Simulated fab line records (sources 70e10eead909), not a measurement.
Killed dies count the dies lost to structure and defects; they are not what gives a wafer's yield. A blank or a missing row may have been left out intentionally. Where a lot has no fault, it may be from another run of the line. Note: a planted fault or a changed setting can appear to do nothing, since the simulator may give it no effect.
What tool caused it? / flow nand_harc / 24 lots with 72 wafers sampled at 5 steps, on a route of 1159 steps

WHAT THE GAUGES SHOWED, per wafer
NHARC_A_SGD_CUT_OVL_MEAS_10. Usual: overlay_x_nm 0.1 nm, standard deviation 0.88; overlay_y_nm 0.0 nm, standard deviation 0.75.
lot=L075; measured=day 13 04:38; on=overlay-02; overlay_x_nm (nm)=-0.5 0.0 0.0; overlay_y_nm (nm)=0.9 0.7 0.8; flag=
lot=L074; measured=day 13 04:50; on=overlay-02; overlay_x_nm (nm)=0.6 0.7 0.4; overlay_y_nm (nm)=-0.3 -0.2 -0.2; flag=
lot=L077; measured=day 14 02:20; on=overlay-02; overlay_x_nm (nm)=-0.4 -0.5 0.0; overlay_y_nm (nm)=-0.5 -0.9 -0.7; flag=
lot=L076; measured=day 14 07:31; on=overlay-02; overlay_x_nm (nm)=-0.2 -0.7 -0.6; overlay_y_nm (nm)=-0.8 0.2 0.0; flag=
lot=L078; measured=day 14 17:08; on=overlay-02; overlay_x_nm (nm)=0.5 0.5 -0.1; overlay_y_nm (nm)=0.0 -0.7 0.3; flag=
lot=L079; measured=day 14 17:39; on=overlay-02; overlay_x_nm (nm)=0.2 0.1 0.4; overlay_y_nm (nm)=0.1 -0.1 -0.2; flag=
lot=L080; measured=day 15 16:29; on=overlay-02; overlay_x_nm (nm)=0.5 -0.4 0.3; overlay_y_nm (nm)=-0.5 -1.0 -0.2; flag=
lot=L081; measured=day 15 23:50; on=overlay-01; overlay_x_nm (nm)=0.3 0.0 -0.2; overlay_y_nm (nm)=-0.5 -0.3 -0.5; flag=
lot=L084; measured=day 16 06:45; on=overlay-01; overlay_x_nm (nm)=-1.0 -0.8 -1.7; overlay_y_nm (nm)=-0.6 -1.3 -1.1; flag=
lot=L082; measured=day 16 06:55; on=overlay-02; overlay_x_nm (nm)=-0.3 0.5 0.3; overlay_y_nm (nm)=-1.3 -1.4 -1.7; flag=
lot=L083; measured=day 16 07:23; on=overlay-01; overlay_x_nm (nm)=0.3 0.8 0.2; overlay_y_nm (nm)=-0.6 -0.3 -0.7; flag=
lot=L088; measured=day 17 03:58; on=overlay-02; overlay_x_nm (nm)=-0.6 -0.6 0.3; overlay_y_nm (nm)=1.0 1.3 0.6; flag=
lot=L086; measured=day 17 04:08; on=overlay-02; overlay_x_nm (nm)=1.4 1.2 1.6; overlay_y_nm (nm)=0.3 0.7 1.1; flag=
lot=L087; measured=day 17 04:10; on=overlay-01; overlay_x_nm (nm)=-0.5 -1.0 -0.8; overlay_y_nm (nm)=-0.6 0.1 1.3; flag=
lot=L085; measured=day 17 04:19; on=overlay-01; overlay_x_nm (nm)=0.7 0.7 0.8; overlay_y_nm (nm)=0.8 0.9 0.6; flag=
lot=L089; measured=day 17 11:40; on=overlay-02; overlay_x_nm (nm)=-0.3 -0.1 0.4; overlay_y_nm (nm)=-0.6 -0.7 -0.3; flag=
lot=L090; measured=day 17 18:45; on=overlay-02; overlay_x_nm (nm)=-1.5 -0.8 -0.8; overlay_y_nm (nm)=-0.9 -0.6 -0.8; flag=
lot=L092; measured=day 17 19:08; on=overlay-02; overlay_x_nm (nm)=0.3 0.3 -0.1; overlay_y_nm (nm)=-0.6 -0.4 -0.4; flag=
lot=L091; measured=day 18 03:07; on=overlay-02; overlay_x_nm (nm)=-0.7 -0.4 -0.7; overlay_y_nm (nm)=-0.1 -0.2 -0.4; flag=
lot=L093; measured=day 18 05:57; on=overlay-02; overlay_x_nm (nm)=2.1 3.0 2.4; overlay_y_nm (nm)=0.7 0.7 0.4; flag=
lot=L094; measured=day 18 06:06; on=overlay-02; overlay_x_nm (nm)=1.3 1.2 0.6; overlay_y_nm (nm)=0.7 0.4 1.0; flag=
lot=L095; measured=day 19 02:11; on=overlay-01; overlay_x_nm (nm)=0.3 0.1 0.0; overlay_y_nm (nm)=0.6 1.0 0.9; flag=
lot=L096; measured=day 19 02:55; on=overlay-01; overlay_x_nm (nm)=-1.4 -1.7 -1.8; overlay_y_nm (nm)=1.2 0.8 1.0; flag=
lot=L097; measured=day 19 06:10; on=overlay-02; overlay_x_nm (nm)=-0.6 0.0 -0.2; overlay_y_nm (nm)=0.5 0.3 0.2; flag=

NHARC_A_SLIT_OVL_MEAS_10. Usual: overlay_x_nm 0.0 nm, standard deviation 0.83; overlay_y_nm 0.0 nm, standard deviation 0.99.
lot=L075; measured=day 13 20:52; on=overlay-02; overlay_x_nm (nm)=0.2 0.8 -0.1; overlay_y_nm (nm)=-0.4 -0.7 -1.0; flag=
lot=L074; measured=day 13 22:08; on=overlay-02; overlay_x_nm (nm)=-0.8 -0.2 -0.4; overlay_y_nm (nm)=2.2 1.8 1.8; flag=
lot=L077; measured=day 14 14:05; on=overlay-02; overlay_x_nm (nm)=-0.9 -1.1 -1.0; overlay_y_nm (nm)=0.4 0.0 -0.2; flag=
lot=L076; measured=day 14 17:10; on=overlay-01; overlay_x_nm (nm)=-0.3 -0.4 0.1; overlay_y_nm (nm)=-0.4 0.2 0.2; flag=
lot=L078; measured=day 15 04:50; on=overlay-02; overlay_x_nm (nm)=0.1 0.7 0.0; overlay_y_nm (nm)=-0.2 -0.2 0.1; flag=
lot=L079; measured=day 15 05:27; on=overlay-01; overlay_x_nm (nm)=-0.1 -0.3 -0.3; overlay_y_nm (nm)=-0.5 -0.2 -0.8; flag=
lot=L080; measured=day 16 05:32; on=overlay-02; overlay_x_nm (nm)=1.5 1.1 1.2; overlay_y_nm (nm)=0.2 0.9 0.8; flag=
lot=L081; measured=day 16 10:55; on=overlay-01; overlay_x_nm (nm)=-0.4 0.0 -1.5; overlay_y_nm (nm)=0.2 0.2 -0.1; flag=
lot=L084; measured=day 16 16:24; on=overlay-02; overlay_x_nm (nm)=0.7 0.2 0.0; overlay_y_nm (nm)=-1.1 -1.4 -1.2; flag=
lot=L082; measured=day 16 16:33; on=overlay-01; overlay_x_nm (nm)=1.0 0.8 1.0; overlay_y_nm (nm)=1.1 2.0 1.7; flag=
lot=L083; measured=day 16 16:43; on=overlay-02; overlay_x_nm (nm)=0.1 0.3 0.2; overlay_y_nm (nm)=-2.3 -1.5 -1.8; flag=
lot=L088; measured=day 17 14:00; on=overlay-01; overlay_x_nm (nm)=-0.8 -0.6 -0.9; overlay_y_nm (nm)=0.0 0.3 0.9; flag=
lot=L086; measured=day 17 15:49; on=overlay-02; overlay_x_nm (nm)=-1.1 -0.6 -0.8; overlay_y_nm (nm)=0.6 1.3 0.8; flag=
lot=L087; measured=day 17 14:49; on=overlay-02; overlay_x_nm (nm)=0.9 1.0 1.2; overlay_y_nm (nm)=0.3 0.2 0.6; flag=
lot=L085; measured=day 17 13:50; on=overlay-02; overlay_x_nm (nm)=-0.3 -0.6 -0.2; overlay_y_nm (nm)=0.9 1.1 1.1; flag=
lot=L089; measured=day 17 22:22; on=overlay-02; overlay_x_nm (nm)=1.7 0.8 1.5; overlay_y_nm (nm)=0.3 0.4 0.2; flag=
lot=L090; measured=day 18 06:41; on=overlay-02; overlay_x_nm (nm)=-0.4 0.2 0.5; overlay_y_nm (nm)=-0.5 -1.1 -0.6; flag=
lot=L092; measured=day 18 07:44; on=overlay-02; overlay_x_nm (nm)=1.5 1.1 0.8; overlay_y_nm (nm)=0.7 0.5 1.3; flag=
lot=L091; measured=day 18 14:43; on=overlay-02; overlay_x_nm (nm)=0.5 0.6 0.5; overlay_y_nm (nm)=-2.1 -2.0 -1.3; flag=
lot=L093; measured=day 18 18:32; on=overlay-01; overlay_x_nm (nm)=-0.9 -1.2 -0.9; overlay_y_nm (nm)=-0.1 0.8 0.9; flag=
lot=L094; measured=day 18 17:51; on=overlay-02; overlay_x_nm (nm)=0.6 0.5 -0.3; overlay_y_nm (nm)=-0.2 0.1 -0.1; flag=
lot=L095; measured=day 19 15:05; on=overlay-01; overlay_x_nm (nm)=-0.5 -0.2 -0.5; overlay_y_nm (nm)=-0.1 -0.3 0.2; flag=
lot=L096; measured=day 19 15:28; on=overlay-02; overlay_x_nm (nm)=0.3 0.2 0.0; overlay_y_nm (nm)=-1.4 -0.5 -0.8; flag=
lot=L097; measured=day 19 15:42; on=overlay-01; overlay_x_nm (nm)=-1.3 -1.4 -1.7; overlay_y_nm (nm)=-1.2 -1.5 -0.7; flag=

NHARC_A_SIN_REMOVE_INSPECT_04. Usual: raw_defect_count reads 301 (standard deviation 78).
lot=L075; measured=day 14 12:40; on=defect_inspect-02; raw_defect_count=247 265 337; flag=
lot=L074; measured=day 14 15:58; on=defect_inspect-02; raw_defect_count=268 275 283; flag=
lot=L077; measured=day 15 03:38; on=defect_inspect-01; raw_defect_count=308 256 262; flag=
lot=L076; measured=day 15 03:38; on=defect_inspect-02; raw_defect_count=344 346 205; flag=
lot=L078; measured=day 15 16:07; on=defect_inspect-01; raw_defect_count=297 562 295; flag=
lot=L079; measured=day 15 16:08; on=defect_inspect-02; raw_defect_count=267 209 316; flag=
lot=L080; measured=day 16 16:49; on=defect_inspect-02; raw_defect_count=331 267 281; flag=
lot=L081; measured=day 16 22:23; on=defect_inspect-01; raw_defect_count=433 354 243; flag=
lot=L084; measured=day 17 03:36; on=defect_inspect-02; raw_defect_count=281 237 311; flag=
lot=L082; measured=day 17 03:36; on=defect_inspect-01; raw_defect_count=372 311 381; flag=
lot=L083; measured=day 17 03:39; on=defect_inspect-02; raw_defect_count=270 306 298; flag=
lot=L088; measured=day 18 03:32; on=defect_inspect-01; raw_defect_count=179 479 315; flag=
lot=L086; measured=day 18 03:35; on=defect_inspect-01; raw_defect_count=251 315 245; flag=
lot=L087; measured=day 18 03:33; on=defect_inspect-01; raw_defect_count=314 269 304; flag=
lot=L085; measured=day 18 03:32; on=defect_inspect-02; raw_defect_count=286 307 523; flag=
lot=L089; measured=day 18 09:32; on=defect_inspect-02; raw_defect_count=266 390 304; flag=
lot=L090; measured=day 18 18:02; on=defect_inspect-01; raw_defect_count=559 381 527; flag=
lot=L092; measured=day 18 18:04; on=defect_inspect-01; raw_defect_count=318 276 304; flag=
lot=L091; measured=day 19 01:58; on=defect_inspect-02; raw_defect_count=225 301 243; flag=
lot=L093; measured=day 19 05:01; on=defect_inspect-01; raw_defect_count=220 264 330; flag=
lot=L094; measured=day 19 05:01; on=defect_inspect-02; raw_defect_count=297 260 242; flag=
lot=L095; measured=day 20 02:22; on=defect_inspect-02; raw_defect_count=251 240 304; flag=
lot=L096; measured=day 20 02:22; on=defect_inspect-01; raw_defect_count=207 295 263; flag=
lot=L097; measured=day 20 02:22; on=defect_inspect-01; raw_defect_count=183 224 192; flag=

WHAT TOOL EACH LOT RAN ON (gives the tool, then ch and the chambers of the sampled wafers, and finally the start)
lot=L075; NHARC_A_SGD_CUT_ETCHBACK_24=rie_diel-12 ch 0,1,2, day 13 10:26; NHARC_A_SGD_CUT_STRIP_28=rie_diel-12 ch 0,1,3, day 13 20:52 or earlier
lot=L074; NHARC_A_SGD_CUT_ETCHBACK_24=rie_diel-09 ch 0,2,3, day 13 10:35; NHARC_A_SGD_CUT_STRIP_28=rie_diel-09 ch 0,1,2, day 13 22:08 or earlier
lot=L077; NHARC_A_SGD_CUT_ETCHBACK_24=rie_diel-09 ch 1,3, day 14 10:07; NHARC_A_SGD_CUT_STRIP_28=rie_diel-09 ch 1,3, day 14 14:05 or earlier
lot=L076; NHARC_A_SGD_CUT_ETCHBACK_24=rie_diel-06 ch 0,3, day 14 13:47; NHARC_A_SGD_CUT_STRIP_28=rie_diel-06 ch 1,2, day 14 17:10 or earlier
lot=L078; NHARC_A_SGD_CUT_ETCHBACK_24=rie_diel-09 ch 0,1,3, day 15 00:52; NHARC_A_SGD_CUT_STRIP_28=rie_diel-09 ch 0,1,3, day 15 04:50 or earlier
lot=L079; NHARC_A_SGD_CUT_ETCHBACK_24=rie_diel-12 ch 0,2,3, day 15 00:52; NHARC_A_SGD_CUT_STRIP_28=rie_diel-12 ch 0,3, day 15 01:00
lot=L080; NHARC_A_SGD_CUT_ETCHBACK_24=rie_diel-09 ch 1,2,3, day 15 23:51; NHARC_A_SGD_CUT_STRIP_28=rie_diel-09 ch 0,1,3, day 16 05:32 or earlier
lot=L081; NHARC_A_SGD_CUT_ETCHBACK_24=rie_diel-09 ch 2,3, day 16 06:16; NHARC_A_SGD_CUT_STRIP_28=rie_diel-09 ch 1,2, day 16 10:55 or earlier
lot=L084; NHARC_A_SGD_CUT_ETCHBACK_24=rie_diel-06 ch 2,3, day 16 13:01; NHARC_A_SGD_CUT_STRIP_28=rie_diel-06 ch 1,2,3, day 16 16:24 or earlier
lot=L082; NHARC_A_SGD_CUT_ETCHBACK_24=rie_diel-09 ch 0,2, day 16 13:01; NHARC_A_SGD_CUT_STRIP_28=rie_diel-09 ch 0,2,3, day 16 16:33 or earlier
lot=L083; NHARC_A_SGD_CUT_ETCHBACK_24=rie_diel-12 ch 1,3, day 16 13:01; NHARC_A_SGD_CUT_STRIP_28=rie_diel-12 ch 0,1, day 16 13:11
lot=L088; NHARC_A_SGD_CUT_ETCHBACK_24=rie_diel-06 ch 1,2,3, day 17 10:28; NHARC_A_SGD_CUT_STRIP_28=rie_diel-06 ch 1,3, day 17 14:00 or earlier
lot=L086; NHARC_A_SGD_CUT_ETCHBACK_24=rie_diel-12 ch 0,1,2, day 17 10:37; NHARC_A_SGD_CUT_STRIP_28=rie_diel-12 ch 1,2,3, day 17 15:49 or earlier
lot=L087; NHARC_A_SGD_CUT_ETCHBACK_24=rie_diel-09 ch 0,2,3, day 17 10:38; NHARC_A_SGD_CUT_STRIP_28=rie_diel-09 ch 0,1,2, day 17 14:49 or earlier
lot=L085; NHARC_A_SGD_CUT_ETCHBACK_24=rie_diel-09 ch 0,1,2, day 17 10:27; NHARC_A_SGD_CUT_STRIP_28=rie_diel-09 ch 1,2,3, day 17 13:50 or earlier
lot=L089; NHARC_A_SGD_CUT_ETCHBACK_24=rie_diel-09 ch 0,1,3, day 17 18:56; NHARC_A_SGD_CUT_STRIP_28=rie_diel-09 ch 0,2,3, day 17 22:22 or earlier
lot=L090; NHARC_A_SGD_CUT_ETCHBACK_24=rie_diel-12 ch 0,1,3, day 18 01:46; NHARC_A_SGD_CUT_STRIP_28=rie_diel-12 ch 1,2,3, day 18 06:41 or earlier
lot=L092; NHARC_A_SGD_CUT_ETCHBACK_24=rie_diel-06 ch 1,2,3, day 18 01:46; NHARC_A_SGD_CUT_STRIP_28=rie_diel-06 ch 0,1,3, day 18 07:44 or earlier
lot=L091; NHARC_A_SGD_CUT_ETCHBACK_24=rie_diel-09 ch 1,2,3, day 18 09:10; NHARC_A_SGD_CUT_STRIP_28=rie_diel-09 ch 0,2,3, day 18 14:43 or earlier
lot=L093; NHARC_A_SGD_CUT_ETCHBACK_24=rie_diel-12 ch 0,3, day 18 13:32; NHARC_A_SGD_CUT_STRIP_28=rie_diel-12 ch 0,2,3, day 18 18:32 or earlier
lot=L094; NHARC_A_SGD_CUT_ETCHBACK_24=rie_diel-09 ch 0,1,3, day 18 13:34; NHARC_A_SGD_CUT_STRIP_28=rie_diel-09 ch 0,1, day 18 17:51 or earlier
lot=L095; NHARC_A_SGD_CUT_ETCHBACK_24=rie_diel-09 ch 0,1,3, day 19 10:30; NHARC_A_SGD_CUT_STRIP_28=rie_diel-09 ch 0,2,3, day 19 15:05 or earlier
lot=L096; NHARC_A_SGD_CUT_ETCHBACK_24=rie_diel-06 ch 2,3, day 19 10:31; NHARC_A_SGD_CUT_STRIP_28=rie_diel-06 ch 0,2,3, day 19 15:28 or earlier
lot=L097; NHARC_A_SGD_CUT_ETCHBACK_24=rie_diel-06 ch 0,2,3, day 19 10:40; NHARC_A_SGD_CUT_STRIP_28=rie_diel-06 ch 0,1,2, day 19 15:42 or earlier
- NHARC_A_SGD_CUT_ETCHBACK_24: etches the open film in CH3F/O2, target depth 50 nm, time 92.857 s.
- NHARC_A_SGD_CUT_STRIP_28: strips in O2, time 20 s.

WHAT THE TOOLS THEMSELVES READ (means of the sampled wafers that have a number; where no wafer has one, the mark that the record gives instead)
NHARC_A_SGD_CUT_ETCHBACK_24. Usual: drypump_motor_current_A 5.7 A, standard deviation 0.58; o2_flow_sccm 30.00 sccm, standard deviation 0.083; oes_product_au 0.95 a.u., standard deviation 0.039; rf_vpp_V 243.7 V, standard deviation 1.8; showerhead_plenum_p_Torr 2.41 Torr, standard deviation 0.1; throttle_valve_pct 20.663 %, standard deviation 0.0086.
lot=L075; tool=rie_diel-12; drypump_motor_current_A (A)=5.8; o2_flow_sccm (sccm)=29.97; oes_product_au (a.u.)=0.92; rf_vpp_V (V)=245.3; showerhead_plenum_p_Torr (Torr)=2.50; throttle_valve_pct (%)=20.670; flag=
lot=L074; tool=rie_diel-09; drypump_motor_current_A (A)=5.8; o2_flow_sccm (sccm)=30.06; oes_product_au (a.u.)=0.93; rf_vpp_V (V)=242.9; showerhead_plenum_p_Torr (Torr)=2.36; throttle_valve_pct (%)=20.660; flag=
lot=L077; tool=rie_diel-09; drypump_motor_current_A (A)=5.7; o2_flow_sccm (sccm)=29.98; oes_product_au (a.u.)=0.99; rf_vpp_V (V)=242.9; showerhead_plenum_p_Torr (Torr)=2.31; throttle_valve_pct (%)=20.661; flag=
lot=L076; tool=rie_diel-06; drypump_motor_current_A (A)=5.1; o2_flow_sccm (sccm)=30.03; oes_product_au (a.u.)=0.94; rf_vpp_V (V)=244.1; showerhead_plenum_p_Torr (Torr)=2.40; throttle_valve_pct (%)=20.664; flag=
lot=L078; tool=rie_diel-09; drypump_motor_current_A (A)=5.9; o2_flow_sccm (sccm)=29.95; oes_product_au (a.u.)=0.92; rf_vpp_V (V)=242.7; showerhead_plenum_p_Torr (Torr)=2.34; throttle_valve_pct (%)=20.662; flag=
lot=L079; tool=rie_diel-12; drypump_motor_current_A (A)=5.6; o2_flow_sccm (sccm)=30.09; oes_product_au (a.u.)=0.91; rf_vpp_V (V)=245.1; showerhead_plenum_p_Torr (Torr)=2.46; throttle_valve_pct (%)=20.661; flag=
lot=L080; tool=rie_diel-09; drypump_motor_current_A (A)=6.1; o2_flow_sccm (sccm)=29.96; oes_product_au (a.u.)=0.92; rf_vpp_V (V)=242.3; showerhead_plenum_p_Torr (Torr)=2.33; throttle_valve_pct (%)=20.667; flag=
lot=L081; tool=rie_diel-09; drypump_motor_current_A (A)=6.1; o2_flow_sccm (sccm)=29.99; oes_product_au (a.u.)=0.91; rf_vpp_V (V)=242.0; showerhead_plenum_p_Torr (Torr)=2.35; throttle_valve_pct (%)=20.664; flag=
lot=L084; tool=rie_diel-06; drypump_motor_current_A (A)=5.5; o2_flow_sccm (sccm)=30.05; oes_product_au (a.u.)=0.94; rf_vpp_V (V)=245.4; showerhead_plenum_p_Torr (Torr)=2.51; throttle_valve_pct (%)=20.668; flag=
lot=L082; tool=rie_diel-09; drypump_motor_current_A (A)=6.0; o2_flow_sccm (sccm)=29.93; oes_product_au (a.u.)=0.92; rf_vpp_V (V)=243.0; showerhead_plenum_p_Torr (Torr)=2.38; throttle_valve_pct (%)=20.664; flag=
lot=L083; tool=rie_diel-12; drypump_motor_current_A (A)=5.0; o2_flow_sccm (sccm)=30.04; oes_product_au (a.u.)=0.99; rf_vpp_V (V)=242.1; showerhead_plenum_p_Torr (Torr)=2.33; throttle_valve_pct (%)=20.666; flag=
lot=L088; tool=rie_diel-06; drypump_motor_current_A (A)=5.5; o2_flow_sccm (sccm)=29.92; oes_product_au (a.u.)=0.99; rf_vpp_V (V)=245.7; showerhead_plenum_p_Torr (Torr)=2.52; throttle_valve_pct (%)=20.668; flag=
lot=L086; tool=rie_diel-12; drypump_motor_current_A (A)=5.8; o2_flow_sccm (sccm)=30.03; oes_product_au (a.u.)=0.99; rf_vpp_V (V)=245.5; showerhead_plenum_p_Torr (Torr)=2.50; throttle_valve_pct (%)=20.664; flag=
lot=L087; tool=rie_diel-09; drypump_motor_current_A (A)=5.8; o2_flow_sccm (sccm)=29.98; oes_product_au (a.u.)=0.98; rf_vpp_V (V)=243.6; showerhead_plenum_p_Torr (Torr)=2.36; throttle_valve_pct (%)=20.663; flag=
lot=L085; tool=rie_diel-09; drypump_motor_current_A (A)=6.3; o2_flow_sccm (sccm)=29.93; oes_product_au (a.u.)=0.93; rf_vpp_V (V)=242.1; showerhead_plenum_p_Torr (Torr)=2.36; throttle_valve_pct (%)=20.654; flag=
lot=L089; tool=rie_diel-09; drypump_motor_current_A (A)=5.9; o2_flow_sccm (sccm)=30.03; oes_product_au (a.u.)=0.92; rf_vpp_V (V)=241.6; showerhead_plenum_p_Torr (Torr)=2.34; throttle_valve_pct (%)=20.660; flag=
lot=L090; tool=rie_diel-12; drypump_motor_current_A (A)=5.4; o2_flow_sccm (sccm)=30.00; oes_product_au (a.u.)=0.92; rf_vpp_V (V)=244.0; showerhead_plenum_p_Torr (Torr)=2.43; throttle_valve_pct (%)=20.660; flag=
lot=L092; tool=rie_diel-06; drypump_motor_current_A (A)=5.5; o2_flow_sccm (sccm)=30.03; oes_product_au (a.u.)=1.00; rf_vpp_V (V)=245.3; showerhead_plenum_p_Torr (Torr)=2.52; throttle_valve_pct (%)=20.672; flag=
lot=L091; tool=rie_diel-09; drypump_motor_current_A (A)=6.1; o2_flow_sccm (sccm)=29.96; oes_product_au (a.u.)=0.92; rf_vpp_V (V)=242.4; showerhead_plenum_p_Torr (Torr)=2.33; throttle_valve_pct (%)=20.664; flag=
lot=L093; tool=rie_diel-12; drypump_motor_current_A (A)=5.5; o2_flow_sccm (sccm)=30.00; oes_product_au (a.u.)=1.00; rf_vpp_V (V)=245.5; showerhead_plenum_p_Torr (Torr)=2.50; throttle_valve_pct (%)=20.657; flag=
lot=L094; tool=rie_diel-09; drypump_motor_current_A (A)=5.9; o2_flow_sccm (sccm)=29.97; oes_product_au (a.u.)=1.00; rf_vpp_V (V)=242.3; showerhead_plenum_p_Torr (Torr)=2.34; throttle_valve_pct (%)=20.670; flag=
lot=L095; tool=rie_diel-09; drypump_motor_current_A (A)=5.9; o2_flow_sccm (sccm)=30.03; oes_product_au (a.u.)=0.99; rf_vpp_V (V)=242.3; showerhead_plenum_p_Torr (Torr)=2.33; throttle_valve_pct (%)=20.672; flag=
lot=L096; tool=rie_diel-06; drypump_motor_current_A (A)=5.5; o2_flow_sccm (sccm)=29.95; oes_product_au (a.u.)=1.00; rf_vpp_V (V)=245.8; showerhead_plenum_p_Torr (Torr)=2.51; throttle_valve_pct (%)=20.662; flag=
lot=L097; tool=rie_diel-06; drypump_motor_current_A (A)=5.4; o2_flow_sccm (sccm)=30.03; oes_product_au (a.u.)=0.93; rf_vpp_V (V)=245.5; showerhead_plenum_p_Torr (Torr)=2.48; throttle_valve_pct (%)=20.663; flag=

NHARC_A_SGD_CUT_STRIP_28. Usual: drypump_motor_current_A 5.8 A, standard deviation 0.59; o2_flow_sccm 499.9 sccm, standard deviation 1.7; oes_product_au 0.996 a.u., standard deviation 0.015; rf_vpp_V 57.7 V, standard deviation 0.89; showerhead_plenum_p_Torr 3.46 Torr, standard deviation 0.14; throttle_valve_pct 17.038 %, standard deviation 0.0076.
lot=L075; tool=rie_diel-12; drypump_motor_current_A (A)=5.4; o2_flow_sccm (sccm)=499.6; oes_product_au (a.u.)=1.003; rf_vpp_V (V)=57.0; showerhead_plenum_p_Torr (Torr)=3.50; throttle_valve_pct (%)=17.040; flag=
lot=L074; tool=rie_diel-09; drypump_motor_current_A (A)=6.3; o2_flow_sccm (sccm)=502.5; oes_product_au (a.u.)=1.003; rf_vpp_V (V)=57.8; showerhead_plenum_p_Torr (Torr)=3.39; throttle_valve_pct (%)=17.039; flag=
lot=L077; tool=rie_diel-09; drypump_motor_current_A (A)=6.2; o2_flow_sccm (sccm)=498.8; oes_product_au (a.u.)=1.003; rf_vpp_V (V)=57.5; showerhead_plenum_p_Torr (Torr)=3.33; throttle_valve_pct (%)=17.034; flag=
lot=L076; tool=rie_diel-06; drypump_motor_current_A (A)=5.7; o2_flow_sccm (sccm)=498.9; oes_product_au (a.u.)=0.983; rf_vpp_V (V)=58.0; showerhead_plenum_p_Torr (Torr)=3.68; throttle_valve_pct (%)=17.038; flag=
lot=L078; tool=rie_diel-09; drypump_motor_current_A (A)=5.9; o2_flow_sccm (sccm)=498.9; oes_product_au (a.u.)=0.993; rf_vpp_V (V)=56.9; showerhead_plenum_p_Torr (Torr)=3.36; throttle_valve_pct (%)=17.036; flag=
lot=L079; tool=rie_diel-12; drypump_motor_current_A (A)=5.5; o2_flow_sccm (sccm)=498.0; oes_product_au (a.u.)=1.000; rf_vpp_V (V)=58.1; showerhead_plenum_p_Torr (Torr)=3.59; throttle_valve_pct (%)=17.039; flag=
lot=L080; tool=rie_diel-09; drypump_motor_current_A (A)=5.9; o2_flow_sccm (sccm)=499.3; oes_product_au (a.u.)=0.992; rf_vpp_V (V)=58.1; showerhead_plenum_p_Torr (Torr)=3.36; throttle_valve_pct (%)=17.039; flag=
lot=L081; tool=rie_diel-09; drypump_motor_current_A (A)=6.7; o2_flow_sccm (sccm)=500.9; oes_product_au (a.u.)=0.991; rf_vpp_V (V)=57.6; showerhead_plenum_p_Torr (Torr)=3.36; throttle_valve_pct (%)=17.036; flag=
lot=L084; tool=rie_diel-06; drypump_motor_current_A (A)=5.6; o2_flow_sccm (sccm)=500.0; oes_product_au (a.u.)=0.994; rf_vpp_V (V)=59.1; showerhead_plenum_p_Torr (Torr)=3.61; throttle_valve_pct (%)=17.030; flag=
lot=L082; tool=rie_diel-09; drypump_motor_current_A (A)=5.8; o2_flow_sccm (sccm)=501.3; oes_product_au (a.u.)=0.987; rf_vpp_V (V)=58.2; showerhead_plenum_p_Torr (Torr)=3.39; throttle_valve_pct (%)=17.033; flag=
lot=L083; tool=rie_diel-12; drypump_motor_current_A (A)=5.6; o2_flow_sccm (sccm)=501.3; oes_product_au (a.u.)=0.989; rf_vpp_V (V)=58.8; showerhead_plenum_p_Torr (Torr)=3.55; throttle_valve_pct (%)=17.036; flag=
lot=L088; tool=rie_diel-06; drypump_motor_current_A (A)=5.4; o2_flow_sccm (sccm)=500.3; oes_product_au (a.u.)=1.004; rf_vpp_V (V)=58.2; showerhead_plenum_p_Torr (Torr)=3.54; throttle_valve_pct (%)=17.041; flag=
lot=L086; tool=rie_diel-12; drypump_motor_current_A (A)=5.4; o2_flow_sccm (sccm)=499.6; oes_product_au (a.u.)=0.998; rf_vpp_V (V)=57.8; showerhead_plenum_p_Torr (Torr)=3.44; throttle_valve_pct (%)=17.039; flag=
lot=L087; tool=rie_diel-09; drypump_motor_current_A (A)=6.3; o2_flow_sccm (sccm)=498.2; oes_product_au (a.u.)=0.989; rf_vpp_V (V)=57.6; showerhead_plenum_p_Torr (Torr)=3.39; throttle_valve_pct (%)=17.042; flag=
lot=L085; tool=rie_diel-09; drypump_motor_current_A (A)=6.1; o2_flow_sccm (sccm)=500.2; oes_product_au (a.u.)=0.994; rf_vpp_V (V)=56.3; showerhead_plenum_p_Torr (Torr)=3.35; throttle_valve_pct (%)=17.044; flag=
lot=L089; tool=rie_diel-09; drypump_motor_current_A (A)=5.8; o2_flow_sccm (sccm)=498.1; oes_product_au (a.u.)=0.982; rf_vpp_V (V)=57.5; showerhead_plenum_p_Torr (Torr)=3.39; throttle_valve_pct (%)=17.039; flag=
lot=L090; tool=rie_diel-12; drypump_motor_current_A (A)=5.4; o2_flow_sccm (sccm)=500.5; oes_product_au (a.u.)=1.006; rf_vpp_V (V)=57.3; showerhead_plenum_p_Torr (Torr)=3.44; throttle_valve_pct (%)=17.042; flag=
lot=L092; tool=rie_diel-06; drypump_motor_current_A (A)=5.3; o2_flow_sccm (sccm)=500.6; oes_product_au (a.u.)=1.020; rf_vpp_V (V)=57.6; showerhead_plenum_p_Torr (Torr)=3.50; throttle_valve_pct (%)=17.040; flag=
lot=L091; tool=rie_diel-09; drypump_motor_current_A (A)=5.8; o2_flow_sccm (sccm)=500.4; oes_product_au (a.u.)=0.982; rf_vpp_V (V)=57.3; showerhead_plenum_p_Torr (Torr)=3.39; throttle_valve_pct (%)=17.042; flag=
lot=L093; tool=rie_diel-12; drypump_motor_current_A (A)=5.6; o2_flow_sccm (sccm)=499.1; oes_product_au (a.u.)=0.998; rf_vpp_V (V)=57.8; showerhead_plenum_p_Torr (Torr)=3.53; throttle_valve_pct (%)=17.039; flag=
lot=L094; tool=rie_diel-09; drypump_motor_current_A (A)=6.0; o2_flow_sccm (sccm)=499.4; oes_product_au (a.u.)=0.990; rf_vpp_V (V)=58.0; showerhead_plenum_p_Torr (Torr)=3.40; throttle_valve_pct (%)=17.038; flag=
lot=L095; tool=rie_diel-09; drypump_motor_current_A (A)=5.8; o2_flow_sccm (sccm)=499.2; oes_product_au (a.u.)=0.996; rf_vpp_V (V)=57.6; showerhead_plenum_p_Torr (Torr)=3.38; throttle_valve_pct (%)=17.035; flag=
lot=L096; tool=rie_diel-06; drypump_motor_current_A (A)=5.4; o2_flow_sccm (sccm)=503.1; oes_product_au (a.u.)=1.013; rf_vpp_V (V)=57.5; showerhead_plenum_p_Torr (Torr)=3.55; throttle_valve_pct (%)=17.037; flag=
lot=L097; tool=rie_diel-06; drypump_motor_current_A (A)=5.4; o2_flow_sccm (sccm)=499.3; oes_product_au (a.u.)=1.017; rf_vpp_V (V)=57.8; showerhead_plenum_p_Torr (Torr)=3.56; throttle_valve_pct (%)=17.035; flag=

THE ANSWER, worked out from the rows above alone
Rule: a lot counts as off when the mean over its wafers that have a number is more than 3 standard deviations away from the usual mean. Also off: a lot with no number at a reading for which 4 or more lots have one. Any other lot the step has rows for is counted as sound. Order of review: gauges by route order, followed by the tools' own readings, for which a lot's mean as printed above is used. The first step at which some lot is off is used, and at that step the reading that is off furthest; a lot without a number counts as furthest.
No lot is off at any reading shown: from this, nothing can be told.

WHAT HAD BEEN PUT IN BY THE SIMULATOR
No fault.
